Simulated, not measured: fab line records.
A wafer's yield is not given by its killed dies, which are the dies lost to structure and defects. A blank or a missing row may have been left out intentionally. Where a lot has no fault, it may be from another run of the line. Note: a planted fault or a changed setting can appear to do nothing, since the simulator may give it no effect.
fab line records	flow nandHarc
record: lots: 11	wafers: 31	lastDay: 24
route steps=1159 shown A_CHANNEL_HOLE_D1@466 END@1159
lots untouched by any fault: they come from a run of this same line in which no faults occurred
startH: the number of hours between the record's first day and the start of the first shown wafer of the lot	waitH: hours elapsed since this lot's preceding step	" unchanged from the row above	L1.1+2: several wafers, shown together as one row	- no value, or no start was given	* or withheld: withheld	< > ~ a bound
route shown NAME@n: NAME is a module with steps in the file, n the number in the route of the first one	usual: the fault-free wafers' mean and standard deviation	same: alike in all rows	chamber/n: place in a boat	sites: each site's reading	_std_site: their standard deviation	_edge_site: outer sites' mean less inner sites'	radiusMm: how far each site lies from the wafer's centre	mask NAME#n: copy n	behind: the tool/chamber that last shaped the wafer	hold: what put the lot on hold/how long, in hours/how the hold closed	device: names the non-switching transistor (n, p or np)	end of line: tests of these same wafers at the route's end	a step without rows: its recipe alone	killed: dies that structure and defects cost at the first sort, which is not the same as the wafer's yield	map: a wafer's dies, marking killed ones x, the rest . and places with no die _
set.NAME: the setting as run; set.NAME@STEP: as run at that earlier step	model.NAME: the simulator's own value behind a step, which no gauge read
route steps across a sampled set of lots; one table per step, one row per wafer
services: from which hour (startH, from the record's first day; less than 0 if before it) a tool's chamber was out of use, for how many hours, and why
== steps ==
step: NHARC_A_CHANNEL_HOLE_D1_ETCH_38
recipe: targetDepthA: 390	overEtchFrac: 0.3	timeS: 65	ionEnergyEv: 80	cf4FlowSccm: 150	arFlowSccm: 0	rfW: 300	biasW: 100	chemistry: CF4
usual: drypumpMotorCurrentA: 5.8/0.5	oesProductAu: 0.998/0.0085	rfVppV: 150.8/1.2	runLengthS: 86.3/0.42	showerheadPlenumPTorr: 1.73/0.067	throttleValvePct: 13.285/0.009
same: overEtchFrac: 0.3
lot.wafer	tool	chamber	startH	waitH	drypumpMotorCurrentA	oesProductAu	rfHoursCounterH	rfVppV	runLengthS	showerheadPlenumPTorr	throttleValvePct
L416.1	rieDiel-04	1	188.66	0.1	5.4	0.980	4	150.1	86.7	1.72	13.304
L416.3	"	3	"	"	6.4	0.990	3	151.1	86.3	1.68	13.274
L416.6	"	0	"	"	5.0	1.001	-	152.3	85.8	1.83	13.289
L418.4	rieDiel-04	3	204.34	0.1	6.4	0.990	5	150.5	86.8	1.67	13.285
L418.2	"	2	"	"	6.3	0.995	4	150.1	86.7	1.69	13.300
L418.6	"	0	"	"	5.1	1.000	-	151.1	85.6	1.83	13.285
L419.1	rieDiel-03	3	204.56	0.1	5.9	0.994	14	149.2	86.8	1.73	13.299
L419.6	"	0	"	"	5.8	1.003	-	149.7	86.9	1.71	13.275
L419.5	"	1	"	"	5.3	1.006	-	150.2	86.0	1.68	13.285
L422.3	rieDiel-04	0	224.19	0.1	5.0	0.986	6	150.3	85.6	1.83	13.285
L422.4	"	1	"	"	5.4	0.987	6	149.9	86.3	1.72	13.271
L422.5	"	1	"	"	5.4	0.990	-	150.9	86.6	1.72	13.292
L423.2	rieDiel-04	2	237.80	0.1	6.3	0.994	6	151.3	86.0	1.69	13.289
L423.4	"	3	"	"	6.4	0.988	7	150.7	86.8	1.67	13.296
L423.5	"	2	"	"	6.3	0.992	-	151.5	86.2	1.69	13.291
L424.1	rieDiel-03	3	239.06	0.1	5.9	1.019	0	149.1	86.9	1.73	13.303
L424.6	"	3	"	"	5.9	1.011	-	150.6	86.8	1.73	13.305
L424.5	"	0	"	"	5.7	1.001	-	149.3	86.5	1.71	13.280
L426.2	rieDiel-04	1	251.38	0.1	5.4	0.981	8	152.0	86.8	1.72	13.270
L426.6	"	1	"	"	5.4	0.979	-	151.8	86.3	1.72	13.278
L431.1	rieDiel-04	2	278.40	0.1	6.4	0.988	9	151.0	86.0	1.69	13.286
L431.4	"	0	"	"	5.0	0.992	9	151.2	85.6	1.83	13.282
L433.3	rieDiel-03	3	292.95	0.1	5.9	0.998	5	149.2	87.0	1.73	13.283
L433.5	"	2	"	"	6.1	0.994	-	149.2	86.9	1.65	13.273
L433.6	"	3	"	"	5.9	1.002	-	150.4	87.0	1.73	13.287
L434.3	rieDiel-03	2	300.28	0.2	6.1	1.006	5	151.7	87.0	1.65	13.274
L434.2	"	3	"	"	5.9	1.016	6	149.9	86.7	1.73	13.288
L434.5	"	1	"	"	5.3	1.008	-	149.4	85.8	1.68	13.276
L435.4	rieDiel-03	3	302.10	0.1	5.9	1.006	7	151.3	86.9	1.73	13.267
L435.1	"	0	"	"	5.8	1.004	6	149.3	86.3	1.71	13.284
L435.2	"	1	"	"	5.4	0.999	6	149.9	85.9	1.68	13.287
step: NHARC_A_CHANNEL_HOLE_D1_ETCH_34
recipe: targetDepthA: 1540	timeS: 77	cf4FlowSccm: 100	chf3FlowSccm: 30	arFlowSccm: 0	rfW: 500	biasW: 200	chemistry: CF4/CHF3
usual: drypumpMotorCurrentA: 5.8/0.5	oesProductAu: 0.947/0.024	rfVppV: 369.4/2.1	runLengthS: 98.4/0.44	showerheadPlenumPTorr: 1.54/0.062	throttleValvePct: 16.803/0.0091
lot.wafer	tool	chamber	startH	waitH	drypumpMotorCurrentA	oesProductAu	rfHoursCounterH	rfVppV	runLengthS	showerheadPlenumPTorr	throttleValvePct
L416.3	rieDiel-04	3	189.07	-	6.4	0.913	4	365.7	98.3	1.49	16.790
L416.1	"	0	"	"	5.1	0.921	4	373.2	98.0	1.63	16.794
L416.6	"	3	"	"	6.4	0.918	-	367.5	99.1	1.49	16.789
L418.4	rieDiel-04	2	204.70	-	6.4	0.926	4	368.5	98.1	1.50	16.805
L418.2	"	3	"	"	6.4	0.921	5	367.2	98.8	1.49	16.789
L418.6	"	0	"	"	5.1	0.922	-	372.3	98.1	1.63	16.806
L419.1	rieDiel-03	0	204.89	-	5.8	0.930	12	368.0	98.2	1.52	16.797
L419.6	"	3	"	"	5.9	0.933	-	368.9	98.7	1.54	16.787
L419.5	"	0	"	"	5.8	0.927	-	368.7	98.9	1.52	16.823
L422.3	rieDiel-04	2	224.55	-	6.4	0.954	5	370.1	98.0	1.50	16.819
L422.4	"	0	"	"	5.0	0.971	7	373.6	97.8	1.63	16.818
L422.5	"	1	"	"	5.4	0.938	-	369.6	98.4	1.53	16.803
L423.2	rieDiel-04	0	238.14	-	5.0	0.921	7	371.6	92.5	1.63	16.800
L423.4	"	2	"	"	6.4	0.924	6	368.8	98.5	1.50	16.811
L423.5	"	3	"	"	6.4	0.955	-	366.5	98.4	1.49	16.813
L424.1	rieDiel-03	3	239.41	-	5.9	0.966	0	369.3	99.1	1.54	16.805
L424.5	"	1	"	"	5.3	0.977	-	366.6	98.2	1.49	16.810
L424.6	"	2	"	"	6.2	0.962	-	367.8	98.7	1.47	16.807
L426.2	rieDiel-04	2	251.75	-	6.3	0.963	8	368.5	92.1	1.50	16.813
L426.6	"	0	"	"	5.0	0.923	-	372.3	97.8	1.63	16.811
L431.1	rieDiel-04	3	278.74	-	6.4	0.936	9	367.7	93.2	1.49	16.793
L431.4	"	2	"	"	6.3	0.928	9	367.9	97.8	1.50	16.788
L433.3	rieDiel-03	0	293.31	-	5.8	0.921	4	369.4	98.3	1.52	16.821
L433.6	"	1	"	"	5.4	0.927	-	368.1	98.1	1.49	16.812
L433.5	"	2	"	"	6.1	0.937	-	366.4	98.9	1.47	16.815
L434.3	rieDiel-03	1	300.61	-	5.3	0.925	6	367.8	97.7	1.49	16.798
L434.2	"	0	"	"	5.8	0.920	5	368.6	98.4	1.52	16.804
L434.5	"	2	"	"	6.1	0.930	-	365.8	98.7	1.47	16.800
L435.2	rieDiel-03	3	302.44	-	5.9	0.934	7	368.9	99.1	1.54	16.812
L435.4	"	0	"	"	5.8	0.929	6	368.6	98.6	1.52	16.797
L435.1	"	1	"	"	5.4	0.918	6	368.2	98.1	1.49	16.803
step: NHARC_A_CHANNEL_HOLE_D1_ETCH_33
recipe: biasV: 400	sourceW: 2000	pressureMtorr: 25	timeS: 90	arFlowSccm: 375	c4f8FlowSccm: 41.7	o2FlowSccm: 83.3	tempC: -20	targetDepthA: 4000	chemistry: C4F8/O2/Ar
usual: drypumpMotorCurrentA: 5.9/0.62	runLengthS: 121.14/0.23	showerheadPlenumPTorr: 3.68/0.11	throttleValvePct: 27.619/0.0086
lot.wafer	tool	chamber	startH	waitH	drypumpMotorCurrentA	rfHoursCounterH	runLengthS	showerheadPlenumPTorr	throttleValvePct
L416.1	harEtch-02	1	193.96	0.2	5.5	107	121.09	3.87	27.631
L416.3	"	0	"	"	6.7	-	121.53	3.59	27.607
L416.6	"	0	"	"	6.7	-	120.85	3.59	27.616
L418.2	harEtch-02	0	209.45	0.2	6.7	116	120.88	3.58	27.622
L418.4	"	1	"	"	5.5	-	121.33	3.86	27.610
L418.6	"	0	"	"	6.7	-	121.15	3.58	27.606
L419.1	harEtch-01	1	209.60	0.2	5.0	203	120.82	3.67	27.620
L419.5	"	1	"	"	5.1	-	120.95	3.67	27.607
L419.6	"	0	"	"	6.1	-	121.84	3.62	27.630
L422.4	harEtch-02	0	229.36	0.2	6.7	-	121.26	3.58	27.616
L422.3	"	1	"	"	5.5	-	121.24	3.86	27.610
L422.5	"	0	"	"	6.7	-	120.89	3.58	27.625
L423.2	harEtch-02	1	242.92	0.2	5.5	131	121.22	3.85	27.620
L423.4	"	1	"	"	5.5	-	121.26	3.85	27.613
L423.5	"	0	"	"	6.7	-	120.86	3.57	27.627
L424.1	harEtch-01	1	244.11	0.2	5.1	216	120.97	3.66	27.612
L424.6	"	1	"	"	5.1	-	120.82	3.66	27.627
L424.5	"	0	"	"	6.1	-	120.97	3.62	27.618
L426.2	harEtch-01	0	256.49	0.2	6.1	224	121.65	3.61	27.594
L426.6	"	0	"	"	6.0	-	121.66	3.61	27.634
L431.1	harEtch-02	0	284.94	0.2	6.7	154	121.08	3.56	27.621
L431.4	"	1	"	"	5.5	-	121.19	3.84	27.617
L433.3	harEtch-01	1	298.11	0.2	5.1	-	121.06	3.65	27.623
L433.6	"	0	"	"	6.0	-	121.24	3.60	27.616
L433.5	"	1	"	"	5.1	-	121.11	3.65	27.619
L434.2	harEtch-02	1	305.33	0.2	5.5	162	121.43	3.84	27.614
L434.3	"	0	"	"	6.7	-	121.07	3.56	27.634
L434.5	"	0	"	"	6.7	-	121.21	3.56	27.625
L435.1	harEtch-02	1	309.46	0.2	5.5	166	121.01	3.83	27.616
L435.2	"	0	"	"	6.7	166	120.85	3.56	27.615
L435.4	"	1	"	"	5.5	-	121.35	3.83	27.623
step: NHARC_A_CHANNEL_HOLE_D1_ETCH_44
recipe: targetDepthA: 1400	overetchA: 140	timeS: 77	ionEnergyEv: 100	cf4FlowSccm: 80	o2FlowSccm: 20	arFlowSccm: 0	rfW: 300	biasW: 100	chemistry: CF4/O2
usual: drypumpMotorCurrentA: 5.8/0.52	oes_f_703_au: 1.000/0.0044	oesProductAu: 0.998/0.0089	rfVppV: 197.3/1.5	runLengthS: 98.4/0.44	showerheadPlenumPTorr: 1.31/0.055	throttleValvePct: 13.398/0.0091
lot.wafer	tool	chamber	startH	waitH	drypumpMotorCurrentA	oes_f_703_au	oesProductAu	rfHoursCounterH	rfVppV	runLengthS	showerheadPlenumPTorr	throttleValvePct
L416.3	rieDiel-01	2	194.71	0.1	5.2	1.013	1.012	3	199.3	98.6	1.42	13.395
L416.1	"	1	"	"	5.4	0.998	0.986	5	197.9	98.9	1.32	13.406
L416.6	"	3	"	"	6.6	1.005	1.003	-	195.2	98.0	1.25	13.405
L418.2	rieDiel-03	3	210.16	0.1	5.9	1.005	0.996	14	196.7	99.3	1.31	13.396
L418.4	"	1	"	"	5.3	1.002	1.002	14	196.1	98.1	1.26	13.402
L418.6	"	0	"	"	5.7	1.004	1.001	-	196.0	98.2	1.29	13.412
L419.1	rieDiel-01	2	210.36	0.1	5.3	0.998	1.014	4	200.4	98.5	1.42	13.399
L419.5	"	2	"	"	5.3	1.001	1.009	-	199.0	98.9	1.42	13.410
L419.6	"	3	"	"	6.7	0.999	1.013	-	197.1	98.4	1.25	13.394
L422.3	rieDiel-01	0	230.09	0.1	6.3	1.004	1.009	8	199.5	97.4	1.38	13.405
L422.4	"	3	"	"	6.7	0.997	1.007	-	195.7	98.3	1.25	13.403
L422.5	"	1	"	"	5.4	1.002	0.995	-	198.3	99.2	1.32	13.403
L423.4	rieDiel-04	1	243.66	0.1	5.4	1.001	0.982	8	197.7	98.3	1.30	13.407
L423.2	"	3	"	"	6.3	0.997	0.982	8	195.4	98.8	1.26	13.404
L423.5	"	1	"	"	5.4	0.994	0.979	-	196.5	98.4	1.30	13.392
L424.1	rieDiel-03	2	244.86	0.1	6.2	1.003	0.999	1	195.3	98.6	1.24	13.396
L424.5	"	2	"	"	6.1	1.010	1.007	-	194.4	98.7	1.24	13.406
L424.6	"	3	"	"	5.9	1.001	0.999	-	197.9	99.0	1.30	13.397
L426.2	rieDiel-01	3	257.21	0.1	6.7	0.998	1.006	9	196.4	98.0	1.25	13.401
L426.6	"	3	"	"	6.7	1.002	1.005	-	195.9	98.3	1.25	13.388
L431.4	rieDiel-01	3	285.67	0.0	6.6	0.992	1.006	11	194.5	98.5	1.25	13.397
L431.1	"	2	"	"	5.3	0.996	1.001	10	198.3	98.4	1.42	13.397
L433.3	rieDiel-04	0	298.78	0.0	5.1	0.998	1.009	0	197.9	98.3	1.38	13.394
L433.5	"	0	"	"	5.0	1.007	1.007	-	199.4	98.0	1.38	13.401
L433.6	"	1	"	"	5.4	1.003	0.989	-	197.6	98.5	1.30	13.392
L434.3	rieDiel-03	0	306.08	0.1	5.8	1.000	0.991	6	197.3	98.9	1.29	13.403
L434.2	"	3	"	"	5.9	0.998	1.012	7	197.8	99.1	1.30	13.389
L434.5	"	1	"	"	5.3	0.990	0.997	-	195.8	97.7	1.26	13.399
L435.1	rieDiel-03	0	310.20	0.1	5.7	0.998	0.993	6	198.2	98.5	1.29	13.394
L435.2	"	2	"	"	6.1	1.003	0.988	7	196.3	98.9	1.24	13.401
L435.4	"	3	"	"	5.9	0.997	0.999	7	194.9	98.8	1.30	13.402
step: NHARC_END_SORT_01
recipe: tempC: 25
usual: killedAtArray: 26/9.9	killedAtOther: 0.8/1	killedAtPeriphery: 2.8/2.2	killedDies: 29/9.9	killedOpen: 3.2/1.8	killedShort: 2.1/1.4
same: grossDies: 677
lot.wafer	tool	chamber	startH	waitH	killedAtArray	killedAtOther	killedAtPeriphery	killedDies	killedOpen	killedShort
L423.2	prober-01	0	505.13	2.8	16	1	1	18	3	2
L426.2	prober-01	0	520.74	2.8	52	1	3	56	4	3
killed by level:class
L423.2 A_CONTACT:chamberFilmFlake=7 A_STAIRCASE:chamberFilmFlake=3 A_CONTACT:geometricParticle:open=2 P_GATE:geometricParticle:open=1 A_WL_FILL:geometricParticle:short=1 STARTING-WAFER:geometricParticle:short=1 A_CHANNEL_HOLE_D1:chamberFilmFlake=1 A_CHANNEL_FILL_D1:chamberFilmFlake=1
L426.2 A_CHANNEL_HOLE_D1:chamberFilmFlake=17 A_CHANNEL_HOLE_D1:areaEtch=17 A_STAIRCASE:chamberFilmFlake=10 A_CONTACT:chamberFilmFlake=3 A_SGD_CUT:geometricParticle:short=2 P_M0:geometricParticle:open=1 A_SOURCE_PLATE:geometricParticle:short=1 A_CHANNEL_FILL_D1:geometricParticle:open=1
== services ==
tool	chamber	startH	hours	kind
rieDiel-03	0	169.83	-	clean
rieDiel-03	1	169.83	-	clean
rieDiel-03	2	169.83	-	clean
rieDiel-03	3	169.83	-	clean
rieDiel-04	3	183.89	4.7	repair
rieDiel-04	2	186.92	15.0	repair
rieDiel-03	0	194.33	-	clean
rieDiel-03	1	194.33	-	clean
rieDiel-03	2	194.33	-	clean
rieDiel-03	3	194.33	-	clean
rieDiel-03	-	215.30	9.0	pm
rieDiel-03	0	215.30	9.0	ventCycle
rieDiel-03	1	215.30	9.0	ventCycle
rieDiel-03	2	215.30	9.0	ventCycle
rieDiel-03	3	215.30	9.0	ventCycle
rieDiel-03	0	224.30	-	clean
rieDiel-01	2	227.74	4.7	repair
rieDiel-03	0	278.58	8.0	repair
rieDiel-03	-	279.81	0.6	repair
rieDiel-01	0	285.73	4.0	repair
rieDiel-04	-	288.97	9.0	pm
rieDiel-03	2	295.14	4.3	repair
rieDiel-04	3	301.06	34.5	repair
harEtch-01	-	307.29	17.0	pm
== key ==
firstSign: step: NHARC_A_CHANNEL_HOLE_D1_ETCH_34	reading: runLengthS	direction: down	sigmas: 13	usual: *	struck: *
effect none on later readings
metAt NHARC_A_CHANNEL_HOLE_D1_ETCH_34
struckLots L423,L426,L431
struckWafers L423.2,L426.2,L431.1
testerLeftOut L423,L426,L431
notActingAt NHARC_A_CHANNEL_HOLE_D1_ETCH_38,NHARC_A_CHANNEL_HOLE_D1_ETCH_33,NHARC_A_CHANNEL_HOLE_D1_ETCH_44
onsetBetween 224.55 238.14
fault: kind: processParameterDrift	tool: rieDiel-04	chamber: -	onsetH: 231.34	steps: NHARC_A_CHANNEL_HOLE_D1_ETCH_34	channel: timeS	offset: *	shape: step	endH: 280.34	scope: struckWafersOnly	actsIn: *	stated: *
testerLeftOut: of these lots the tester's yield and bins aren't shown, on N5 and GAA mostly nor the transistor test; their killed dies are dies lost to structure and defects alone, not to doping, threshold or leakage, so they don't give the yield
